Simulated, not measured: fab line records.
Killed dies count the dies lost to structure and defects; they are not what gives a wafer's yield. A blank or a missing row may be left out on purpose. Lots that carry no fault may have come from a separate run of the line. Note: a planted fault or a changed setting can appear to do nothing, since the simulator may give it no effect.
Which tool did it? || flow nand_harc || 24 lots with 72 wafers sampled at 5 steps, on a route of 1159 steps

WHAT THE GAUGES READ, wafer by wafer
NHARC_A_SGD_CUT_CD_MEAS_09 targets a cd of 100 nm.
{"lot": "L074", "measured": "day 13 07:49", "on": "cd_sem-03", "cd_nm (nm)": "98.7 100.1 99.3"}
{"lot": "L075", "measured": "day 14 01:08", "on": "cd_sem-01", "cd_nm (nm)": "99.5 99.7 99.2"}
{"lot": "L077", "measured": "day 14 00:58", "on": "cd_sem-01", "cd_nm (nm)": "99.1 99.0 99.1"}
{"lot": "L078", "measured": "day 14 17:05", "on": "cd_sem-02", "cd_nm (nm)": "100.6 101.4 101.8"}
{"lot": "L076", "measured": "day 14 17:26", "on": "cd_sem-01", "cd_nm (nm)": "100.1 100.4 100.8"}
{"lot": "L081", "measured": "day 15 03:20", "on": "cd_sem-01", "cd_nm (nm)": "101.0 100.2 100.5"}
{"lot": "L079", "measured": "day 15 03:39", "on": "cd_sem-02", "cd_nm (nm)": "99.6 100.2 100.5"}
{"lot": "L080", "measured": "day 15 04:14", "on": "cd_sem-03", "cd_nm (nm)": "100.4 100.1 99.6"}
{"lot": "L082", "measured": "day 15 22:11", "on": "cd_sem-02", "cd_nm (nm)": "100.5 100.2 99.2"}
{"lot": "L083", "measured": "day 15 22:21", "on": "cd_sem-02", "cd_nm (nm)": "99.2 100.5 99.4"}
{"lot": "L084", "measured": "day 16 02:51", "on": "cd_sem-02", "cd_nm (nm)": "99.9 99.0 99.7"}
{"lot": "L085", "measured": "day 16 09:06", "on": "cd_sem-01", "cd_nm (nm)": "100.1 101.1 100.0"}
{"lot": "L086", "measured": "day 16 18:47", "on": "cd_sem-01", "cd_nm (nm)": "101.6 100.3 100.5"}
{"lot": "L087", "measured": "day 16 19:26", "on": "cd_sem-03", "cd_nm (nm)": "100.5 100.0 100.9"}
{"lot": "L088", "measured": "day 17 16:14", "on": "cd_sem-01", "cd_nm (nm)": "100.6 101.1 100.5"}
{"lot": "L090", "measured": "day 17 15:32", "on": "cd_sem-01", "cd_nm (nm)": "100.4 99.7 101.2"}
{"lot": "L089", "measured": "day 17 21:28", "on": "cd_sem-01", "cd_nm (nm)": "99.8 98.7 99.0"}
{"lot": "L091", "measured": "day 17 20:43", "on": "cd_sem-02", "cd_nm (nm)": "99.7 98.7 99.9"}
{"lot": "L093", "measured": "day 17 21:46", "on": "cd_sem-01", "cd_nm (nm)": "99.6 99.2 99.3"}
{"lot": "L092", "measured": "day 18 12:20", "on": "cd_sem-02", "cd_nm (nm)": "99.1 99.3 99.5"}
{"lot": "L094", "measured": "day 19 04:09", "on": "cd_sem-01", "cd_nm (nm)": "100.4 100.3 100.6"}
{"lot": "L096", "measured": "day 19 04:20", "on": "cd_sem-03", "cd_nm (nm)": "100.2 98.9 99.9"}
{"lot": "L097", "measured": "day 19 04:00", "on": "cd_sem-03", "cd_nm (nm)": "100.1 100.9 99.8"}
{"lot": "L095", "measured": "day 19 16:13", "on": "cd_sem-03", "cd_nm (nm)": "99.4 98.9 99.1"}

NHARC_A_SLIT_CD_MEAS_09 targets a cd of 300 nm.
{"lot": "L074", "measured": "day 14 00:04", "on": "cd_sem-01", "cd_nm (nm)": "300.2 300.0 299.6"}
{"lot": "L075", "measured": "day 14 13:28", "on": "cd_sem-01", "cd_nm (nm)": "300.9 299.9 300.0"}
{"lot": "L077", "measured": "day 14 13:52", "on": "cd_sem-03", "cd_nm (nm)": "300.8 299.7 300.4"}
{"lot": "L078", "measured": "day 15 04:31", "on": "cd_sem-01", "cd_nm (nm)": "300.1 300.2 300.5"}
{"lot": "L076", "measured": "day 15 04:22", "on": "cd_sem-01", "cd_nm (nm)": "299.6 299.2 299.6"}
{"lot": "L081", "measured": "day 15 13:18", "on": "cd_sem-03", "cd_nm (nm)": "299.9 299.5 300.6"}
{"lot": "L079", "measured": "day 15 13:28", "on": "cd_sem-02", "cd_nm (nm)": "300.4 301.1 301.0"}
{"lot": "L080", "measured": "day 15 13:07", "on": "cd_sem-01", "cd_nm (nm)": "301.0 300.1 299.3"}
{"lot": "L082", "measured": "day 16 07:30", "on": "cd_sem-02", "cd_nm (nm)": "300.1 299.7 299.2"}
{"lot": "L083", "measured": "day 16 08:02", "on": "cd_sem-03", "cd_nm (nm)": "299.5 299.8 299.8"}
{"lot": "L084", "measured": "day 16 12:37", "on": "cd_sem-03", "cd_nm (nm)": "299.5 300.8 300.9"}
{"lot": "L085", "measured": "day 16 19:02", "on": "cd_sem-02", "cd_nm (nm)": "299.9 299.8 300.4"}
{"lot": "L086", "measured": "day 17 04:53", "on": "cd_sem-03", "cd_nm (nm)": "300.0 299.2 300.3"}
{"lot": "L087", "measured": "day 17 04:36", "on": "cd_sem-02", "cd_nm (nm)": "300.8 301.1 301.0"}
{"lot": "L088", "measured": "day 18 03:19", "on": "cd_sem-01", "cd_nm (nm)": "299.9 299.3 299.7"}
{"lot": "L090", "measured": "day 18 02:39", "on": "cd_sem-03", "cd_nm (nm)": "301.4 300.8 301.5"}
{"lot": "L089", "measured": "day 18 09:11", "on": "cd_sem-03", "cd_nm (nm)": "300.3 300.6 299.1"}
{"lot": "L091", "measured": "day 18 08:01", "on": "cd_sem-01", "cd_nm (nm)": "299.3 301.0 300.6"}
{"lot": "L093", "measured": "day 18 07:58", "on": "cd_sem-02", "cd_nm (nm)": "299.5 299.8 298.9"}
{"lot": "L092", "measured": "day 18 22:37", "on": "cd_sem-03", "cd_nm (nm)": "299.3 300.9 300.4"}
{"lot": "L094", "measured": "day 19 14:43", "on": "cd_sem-03", "cd_nm (nm)": "300.4 300.3 300.6"}
{"lot": "L096", "measured": "day 19 13:48", "on": "cd_sem-02", "cd_nm (nm)": "301.6 301.1 300.2"}
{"lot": "L097", "measured": "day 19 13:57", "on": "cd_sem-02", "cd_nm (nm)": "300.5 300.6 300.1"}
{"lot": "L095", "measured": "day 20 04:27", "on": "cd_sem-02", "cd_nm (nm)": "301.0 299.7 299.5"}

NHARC_A_SLIT_INSPECT_11.
{"lot": "L074", "measured": "day 14 00:11", "on": "defect_inspect-01", "raw_defect_count": "11 8 16"}
{"lot": "L075", "measured": "day 14 13:35", "on": "defect_inspect-01", "raw_defect_count": "17 19 23"}
{"lot": "L077", "measured": "day 14 14:00", "on": "defect_inspect-01", "raw_defect_count": "9 8 4"}
{"lot": "L078", "measured": "day 15 04:38", "on": "defect_inspect-01", "raw_defect_count": "28 10 20"}
{"lot": "L076", "measured": "day 15 04:29", "on": "defect_inspect-01", "raw_defect_count": "12 10 7"}
{"lot": "L081", "measured": "day 15 13:25", "on": "defect_inspect-01", "raw_defect_count": "12 14 4"}
{"lot": "L079", "measured": "day 15 13:35", "on": "defect_inspect-02", "raw_defect_count": "12 16 8"}
{"lot": "L080", "measured": "day 15 13:14", "on": "defect_inspect-01", "raw_defect_count": "18 16 21"}
{"lot": "L082", "measured": "day 16 07:37", "on": "defect_inspect-02", "raw_defect_count": "9 11 11"}
{"lot": "L083", "measured": "day 16 08:09", "on": "defect_inspect-02", "raw_defect_count": "48 25 32"}
{"lot": "L084", "measured": "day 16 12:44", "on": "defect_inspect-01", "raw_defect_count": "11 11 9"}
{"lot": "L085", "measured": "day 16 19:10", "on": "defect_inspect-01", "raw_defect_count": "12 17 14"}
{"lot": "L086", "measured": "day 17 05:01", "on": "defect_inspect-02", "raw_defect_count": "19 15 15"}
{"lot": "L087", "measured": "day 17 04:43", "on": "defect_inspect-01", "raw_defect_count": "31 23 30"}
{"lot": "L088", "measured": "day 18 03:26", "on": "defect_inspect-01", "raw_defect_count": "42 33 32"}
{"lot": "L090", "measured": "day 18 02:47", "on": "defect_inspect-02", "raw_defect_count": "11 12 13"}
{"lot": "L089", "measured": "day 18 09:19", "on": "defect_inspect-01", "raw_defect_count": "34 32 35"}
{"lot": "L091", "measured": "day 18 08:08", "on": "defect_inspect-01", "raw_defect_count": "15 16 17"}
{"lot": "L093", "measured": "day 18 08:05", "on": "defect_inspect-01", "raw_defect_count": "9 17 22"}
{"lot": "L092", "measured": "day 18 22:44", "on": "defect_inspect-01", "raw_defect_count": "49 40 21"}
{"lot": "L094", "measured": "day 19 14:50", "on": "defect_inspect-02", "raw_defect_count": "20 23 17"}
{"lot": "L096", "measured": "day 19 13:55", "on": "defect_inspect-01", "raw_defect_count": "32 43 31"}
{"lot": "L097", "measured": "day 19 14:04", "on": "defect_inspect-02", "raw_defect_count": "20 15 12"}
{"lot": "L095", "measured": "day 20 04:35", "on": "defect_inspect-02", "raw_defect_count": "20 13 13"}

EACH LOT AND THE TOOL THAT RAN IT (in order: tool; ch and the chambers of the sampled wafers; start)
{"lot": "L074", "NHARC_A_STAIRCASE_ETCH_444": "rie_diel-11 ch 1,2, day 13 01:53", "NHARC_A_SGD_CUT_ETCH_59": "rie_diel-06 ch 1,2,3, day 14 00:04 or earlier"}
{"lot": "L075", "NHARC_A_STAIRCASE_ETCH_444": "rie_diel-11 ch 2,3, day 13 19:28", "NHARC_A_SGD_CUT_ETCH_59": "rie_diel-08 ch 0,3, day 14 13:28 or earlier"}
{"lot": "L077", "NHARC_A_STAIRCASE_ETCH_444": "rie_diel-05 ch 0,1,2, day 13 19:34", "NHARC_A_SGD_CUT_ETCH_59": "rie_diel-02 ch 0,1, day 14 13:52 or earlier"}
{"lot": "L078", "NHARC_A_STAIRCASE_ETCH_444": "rie_diel-05 ch 0,2,3, day 14 11:22", "NHARC_A_SGD_CUT_ETCH_59": "rie_diel-06 ch 2,3, day 15 04:31 or earlier"}
{"lot": "L076", "NHARC_A_STAIRCASE_ETCH_444": "rie_diel-11 ch 0,1, day 14 11:24", "NHARC_A_SGD_CUT_ETCH_59": "rie_diel-06 ch 1,2, day 15 04:22 or earlier"}
{"lot": "L081", "NHARC_A_STAIRCASE_ETCH_444": "rie_diel-05 ch 0,2,3, day 14 21:28", "NHARC_A_SGD_CUT_ETCH_59": "rie_diel-02 ch 1,2,3, day 15 13:18 or earlier"}
{"lot": "L079", "NHARC_A_STAIRCASE_ETCH_444": "rie_diel-11 ch 0,1,2, day 14 21:36", "NHARC_A_SGD_CUT_ETCH_59": "rie_diel-06 ch 0,2, day 15 13:28 or earlier"}
{"lot": "L080", "NHARC_A_STAIRCASE_ETCH_444": "rie_diel-12 ch 0,1,3, day 14 22:29", "NHARC_A_SGD_CUT_ETCH_59": "rie_diel-08 ch 1,2, day 15 13:07 or earlier"}
{"lot": "L082", "NHARC_A_STAIRCASE_ETCH_444": "rie_diel-12 ch 0,3, day 15 16:35", "NHARC_A_SGD_CUT_ETCH_59": "rie_diel-08 ch 0,3, day 16 07:30 or earlier"}
{"lot": "L083", "NHARC_A_STAIRCASE_ETCH_444": "rie_diel-11 ch 0,1,2, day 15 17:08", "NHARC_A_SGD_CUT_ETCH_59": "rie_diel-02 ch 1,2, day 16 08:02 or earlier"}
{"lot": "L084", "NHARC_A_STAIRCASE_ETCH_444": "rie_diel-12 ch 1,2, day 15 21:20", "NHARC_A_SGD_CUT_ETCH_59": "rie_diel-06 ch 0,3, day 16 12:37 or earlier"}
{"lot": "L085", "NHARC_A_STAIRCASE_ETCH_444": "rie_diel-11 ch 0,1,3, day 16 03:31", "NHARC_A_SGD_CUT_ETCH_59": "rie_diel-02 ch 0,2,3, day 16 19:02 or earlier"}
{"lot": "L086", "NHARC_A_STAIRCASE_ETCH_444": "rie_diel-12 ch 0,3, day 16 13:04", "NHARC_A_SGD_CUT_ETCH_59": "rie_diel-08 ch 0,1,2, day 17 04:53 or earlier"}
{"lot": "L087", "NHARC_A_STAIRCASE_ETCH_444": "rie_diel-05 ch 1,3, day 16 13:12", "NHARC_A_SGD_CUT_ETCH_59": "rie_diel-06 ch 1,2,3, day 17 04:36 or earlier"}
{"lot": "L088", "NHARC_A_STAIRCASE_ETCH_444": "rie_diel-05 ch 0,3, day 17 10:01", "NHARC_A_SGD_CUT_ETCH_59": "rie_diel-06 ch 0,1,3, day 18 03:19 or earlier"}
{"lot": "L090", "NHARC_A_STAIRCASE_ETCH_444": "rie_diel-12 ch 1,2,3, day 17 10:16", "NHARC_A_SGD_CUT_ETCH_59": "rie_diel-02 ch 0,3, day 18 02:39 or earlier"}
{"lot": "L089", "NHARC_A_STAIRCASE_ETCH_444": "rie_diel-05 ch 1,2,3, day 17 15:17", "NHARC_A_SGD_CUT_ETCH_59": "rie_diel-06 ch 1,2, day 18 09:11 or earlier"}
{"lot": "L091", "NHARC_A_STAIRCASE_ETCH_444": "rie_diel-11 ch 0,1,3, day 17 15:17", "NHARC_A_SGD_CUT_ETCH_59": "rie_diel-06 ch 1,2,3, day 18 08:01 or earlier"}
{"lot": "L093", "NHARC_A_STAIRCASE_ETCH_444": "rie_diel-12 ch 0,3, day 17 15:19", "NHARC_A_SGD_CUT_ETCH_59": "rie_diel-08 ch 1,2,3, day 18 07:58 or earlier"}
{"lot": "L092", "NHARC_A_STAIRCASE_ETCH_444": "rie_diel-05 ch 0,1,3, day 18 06:30", "NHARC_A_SGD_CUT_ETCH_59": "rie_diel-08 ch 2,3, day 18 22:37 or earlier"}
{"lot": "L094", "NHARC_A_STAIRCASE_ETCH_444": "rie_diel-11 ch 2,3, day 18 22:23", "NHARC_A_SGD_CUT_ETCH_59": "rie_diel-06 ch 1,2,3, day 19 14:43 or earlier"}
{"lot": "L096", "NHARC_A_STAIRCASE_ETCH_444": "rie_diel-12 ch 0,1, day 18 22:41", "NHARC_A_SGD_CUT_ETCH_59": "rie_diel-08 ch 0,2,3, day 19 13:48 or earlier"}
{"lot": "L097", "NHARC_A_STAIRCASE_ETCH_444": "rie_diel-05 ch 0,1,3, day 18 22:47", "NHARC_A_SGD_CUT_ETCH_59": "rie_diel-02 ch 0,1,2, day 19 13:57 or earlier"}
{"lot": "L095", "NHARC_A_STAIRCASE_ETCH_444": "rie_diel-11 ch 0,2, day 19 10:44", "NHARC_A_SGD_CUT_ETCH_59": "rie_diel-02 ch 0,1, day 20 04:27 or earlier"}
- NHARC_A_STAIRCASE_ETCH_444: etches the open film in C4F8/O2, target depth 10200 nm, time 3400 s.
- NHARC_A_SGD_CUT_ETCH_59: etches the open film in N2/H2, target depth 260 nm, time 406.25 s.

WHAT THE TOOLS THEMSELVES READ (means of the sampled wafers that have a number; where no wafer has one, the mark that the record gives instead)
NHARC_A_STAIRCASE_ETCH_444.
{"lot": "L074", "tool": "rie_diel-11", "oes_product_au (a.u.)": 0.911, "rf_vpp_V (V)": 816}
{"lot": "L075", "tool": "rie_diel-11", "oes_product_au (a.u.)": 0.918, "rf_vpp_V (V)": 805}
{"lot": "L077", "tool": "rie_diel-05", "oes_product_au (a.u.)": 0.924, "rf_vpp_V (V)": 805}
{"lot": "L078", "tool": "rie_diel-05", "oes_product_au (a.u.)": 0.923, "rf_vpp_V (V)": 802}
{"lot": "L076", "tool": "rie_diel-11", "oes_product_au (a.u.)": 0.952, "rf_vpp_V (V)": 810}
{"lot": "L081", "tool": "rie_diel-05", "oes_product_au (a.u.)": 0.930, "rf_vpp_V (V)": 802}
{"lot": "L079", "tool": "rie_diel-11", "oes_product_au (a.u.)": 0.931, "rf_vpp_V (V)": 810}
{"lot": "L080", "tool": "rie_diel-12", "oes_product_au (a.u.)": 0.918, "rf_vpp_V (V)": 812}
{"lot": "L082", "tool": "rie_diel-12", "oes_product_au (a.u.)": 0.918, "rf_vpp_V (V)": 810}
{"lot": "L083", "tool": "rie_diel-11", "oes_product_au (a.u.)": 0.964, "rf_vpp_V (V)": 809}
{"lot": "L084", "tool": "rie_diel-12", "oes_product_au (a.u.)": 0.921, "rf_vpp_V (V)": 806}
{"lot": "L085", "tool": "rie_diel-11", "oes_product_au (a.u.)": 0.931, "rf_vpp_V (V)": 805}
{"lot": "L086", "tool": "rie_diel-12", "oes_product_au (a.u.)": 0.910, "rf_vpp_V (V)": 811}
{"lot": "L087", "tool": "rie_diel-05", "oes_product_au (a.u.)": 0.947, "rf_vpp_V (V)": 812}
{"lot": "L088", "tool": "rie_diel-05", "oes_product_au (a.u.)": 0.935, "rf_vpp_V (V)": 811}
{"lot": "L090", "tool": "rie_diel-12", "oes_product_au (a.u.)": 0.968, "rf_vpp_V (V)": 808}
{"lot": "L089", "tool": "rie_diel-05", "oes_product_au (a.u.)": 0.924, "rf_vpp_V (V)": 807}
{"lot": "L091", "tool": "rie_diel-11", "oes_product_au (a.u.)": 0.929, "rf_vpp_V (V)": 805}
{"lot": "L093", "tool": "rie_diel-12", "oes_product_au (a.u.)": 0.928, "rf_vpp_V (V)": 811}
{"lot": "L092", "tool": "rie_diel-05", "oes_product_au (a.u.)": 0.938, "rf_vpp_V (V)": 809}
{"lot": "L094", "tool": "rie_diel-11", "oes_product_au (a.u.)": 0.931, "rf_vpp_V (V)": 804}
{"lot": "L096", "tool": "rie_diel-12", "oes_product_au (a.u.)": 0.938, "rf_vpp_V (V)": 812}
{"lot": "L097", "tool": "rie_diel-05", "oes_product_au (a.u.)": 0.933, "rf_vpp_V (V)": 808}
{"lot": "L095", "tool": "rie_diel-11", "oes_product_au (a.u.)": 0.926, "rf_vpp_V (V)": 809}

NHARC_A_SGD_CUT_ETCH_59.
{"lot": "L074", "tool": "rie_diel-06", "drypump_motor_current_A (A)": 5.5, "oes_product_au (a.u.)": 1.008, "rf_vpp_V (V)": 432.2, "showerhead_plenum_p_Torr (Torr)": 2.08, "throttle_valve_pct (%)": 14.171}
{"lot": "L075", "tool": "rie_diel-08", "drypump_motor_current_A (A)": 6.2, "oes_product_au (a.u.)": 1.020, "rf_vpp_V (V)": 433.1, "showerhead_plenum_p_Torr (Torr)": 2.13, "throttle_valve_pct (%)": 14.170}
{"lot": "L077", "tool": "rie_diel-02", "drypump_motor_current_A (A)": 5.1, "oes_product_au (a.u.)": 0.999, "rf_vpp_V (V)": 430.1, "showerhead_plenum_p_Torr (Torr)": 2.05, "throttle_valve_pct (%)": 14.172}
{"lot": "L078", "tool": "rie_diel-06", "drypump_motor_current_A (A)": 5.6, "oes_product_au (a.u.)": 1.018, "rf_vpp_V (V)": 432.0, "showerhead_plenum_p_Torr (Torr)": 2.08, "throttle_valve_pct (%)": 14.167}
{"lot": "L076", "tool": "rie_diel-06", "drypump_motor_current_A (A)": 5.3, "oes_product_au (a.u.)": 1.021, "rf_vpp_V (V)": 431.7, "showerhead_plenum_p_Torr (Torr)": 2.09, "throttle_valve_pct (%)": 14.168}
{"lot": "L081", "tool": "rie_diel-02", "drypump_motor_current_A (A)": 6.0, "oes_product_au (a.u.)": 0.991, "rf_vpp_V (V)": 433.5, "showerhead_plenum_p_Torr (Torr)": 2.12, "throttle_valve_pct (%)": 14.177}
{"lot": "L079", "tool": "rie_diel-06", "drypump_motor_current_A (A)": 5.5, "oes_product_au (a.u.)": 1.031, "rf_vpp_V (V)": 429.9, "showerhead_plenum_p_Torr (Torr)": 2.04, "throttle_valve_pct (%)": 14.172}
{"lot": "L080", "tool": "rie_diel-08", "drypump_motor_current_A (A)": 5.9, "oes_product_au (a.u.)": 1.011, "rf_vpp_V (V)": 429.2, "showerhead_plenum_p_Torr (Torr)": 1.98, "throttle_valve_pct (%)": 14.168}
{"lot": "L082", "tool": "rie_diel-08", "drypump_motor_current_A (A)": 6.2, "oes_product_au (a.u.)": 1.001, "rf_vpp_V (V)": 432.7, "showerhead_plenum_p_Torr (Torr)": 2.13, "throttle_valve_pct (%)": 14.170}
{"lot": "L083", "tool": "rie_diel-02", "drypump_motor_current_A (A)": 5.5, "oes_product_au (a.u.)": 1.005, "rf_vpp_V (V)": 432.9, "showerhead_plenum_p_Torr (Torr)": 2.13, "throttle_valve_pct (%)": 14.165}
{"lot": "L084", "tool": "rie_diel-06", "drypump_motor_current_A (A)": 5.8, "oes_product_au (a.u.)": 0.999, "rf_vpp_V (V)": 430.4, "showerhead_plenum_p_Torr (Torr)": 2.02, "throttle_valve_pct (%)": 14.165}
{"lot": "L085", "tool": "rie_diel-02", "drypump_motor_current_A (A)": 5.9, "oes_product_au (a.u.)": 1.004, "rf_vpp_V (V)": 430.8, "showerhead_plenum_p_Torr (Torr)": 2.06, "throttle_valve_pct (%)": 14.173}
{"lot": "L086", "tool": "rie_diel-08", "drypump_motor_current_A (A)": 5.8, "oes_product_au (a.u.)": 0.995, "rf_vpp_V (V)": 430.8, "showerhead_plenum_p_Torr (Torr)": 2.03, "throttle_valve_pct (%)": 14.174}
{"lot": "L087", "tool": "rie_diel-06", "drypump_motor_current_A (A)": 5.5, "oes_product_au (a.u.)": 1.013, "rf_vpp_V (V)": 431.0, "showerhead_plenum_p_Torr (Torr)": 2.08, "throttle_valve_pct (%)": 14.172}
{"lot": "L088", "tool": "rie_diel-06", "drypump_motor_current_A (A)": 5.6, "oes_product_au (a.u.)": 1.004, "rf_vpp_V (V)": 430.8, "showerhead_plenum_p_Torr (Torr)": 2.03, "throttle_valve_pct (%)": 14.179}
{"lot": "L090", "tool": "rie_diel-02", "drypump_motor_current_A (A)": 5.5, "oes_product_au (a.u.)": 1.000, "rf_vpp_V (V)": 428.4, "showerhead_plenum_p_Torr (Torr)": 1.98, "throttle_valve_pct (%)": 14.171}
{"lot": "L089", "tool": "rie_diel-06", "drypump_motor_current_A (A)": 5.3, "oes_product_au (a.u.)": 1.025, "rf_vpp_V (V)": 432.6, "showerhead_plenum_p_Torr (Torr)": 2.09, "throttle_valve_pct (%)": 14.166}
{"lot": "L091", "tool": "rie_diel-06", "drypump_motor_current_A (A)": 5.4, "oes_product_au (a.u.)": 1.016, "rf_vpp_V (V)": 431.2, "showerhead_plenum_p_Torr (Torr)": 2.08, "throttle_valve_pct (%)": 14.163}
{"lot": "L093", "tool": "rie_diel-08", "drypump_motor_current_A (A)": 5.9, "oes_product_au (a.u.)": 1.000, "rf_vpp_V (V)": 431.2, "showerhead_plenum_p_Torr (Torr)": 2.04, "throttle_valve_pct (%)": 14.176}
{"lot": "L092", "tool": "rie_diel-08", "drypump_motor_current_A (A)": 6.3, "oes_product_au (a.u.)": 1.003, "rf_vpp_V (V)": 430.5, "showerhead_plenum_p_Torr (Torr)": 2.02, "throttle_valve_pct (%)": 14.167}
{"lot": "L094", "tool": "rie_diel-06", "drypump_motor_current_A (A)": 5.5, "oes_product_au (a.u.)": 0.993, "rf_vpp_V (V)": 431.3, "showerhead_plenum_p_Torr (Torr)": 2.08, "throttle_valve_pct (%)": 14.179}
{"lot": "L096", "tool": "rie_diel-08", "drypump_motor_current_A (A)": 6.2, "oes_product_au (a.u.)": 0.997, "rf_vpp_V (V)": 431.1, "showerhead_plenum_p_Torr (Torr)": 2.07, "throttle_valve_pct (%)": 14.173}
{"lot": "L097", "tool": "rie_diel-02", "drypump_motor_current_A (A)": 5.5, "oes_product_au (a.u.)": 1.005, "rf_vpp_V (V)": 431.7, "showerhead_plenum_p_Torr (Torr)": 2.07, "throttle_valve_pct (%)": 14.174}
{"lot": "L095", "tool": "rie_diel-02", "drypump_motor_current_A (A)": 5.1, "oes_product_au (a.u.)": 1.013, "rf_vpp_V (V)": 429.2, "showerhead_plenum_p_Torr (Torr)": 1.99, "throttle_valve_pct (%)": 14.171}

THE ANSWER, worked out from the rows above alone
Rule: the lots themselves supply what counts as usual. The widest of any qualifying gaps counts: lots, ordered by their means at a reading, are off when they make up no more than a third of the lots, leave a main group of 4 or more, and stand apart from it by 3 or more times the standard deviation of that group's means. The tables above print the reading to a certain number of digits; a main group whose means all agree to those digits is not used. A lot without any number at a reading at which 4 lots or more have one is off too. All remaining lots with rows at the step are treated as sound. Order of review: gauges by route order, followed by the tools' own readings, for which a lot's mean as printed above is used. The first step at which some lot is off is used, and at that step the reading that is off furthest; a lot without a number counts as furthest.
Nothing can be told from this: no lot is off at any reading shown.

WHAT HAD BEEN PUT IN BY THE SIMULATOR
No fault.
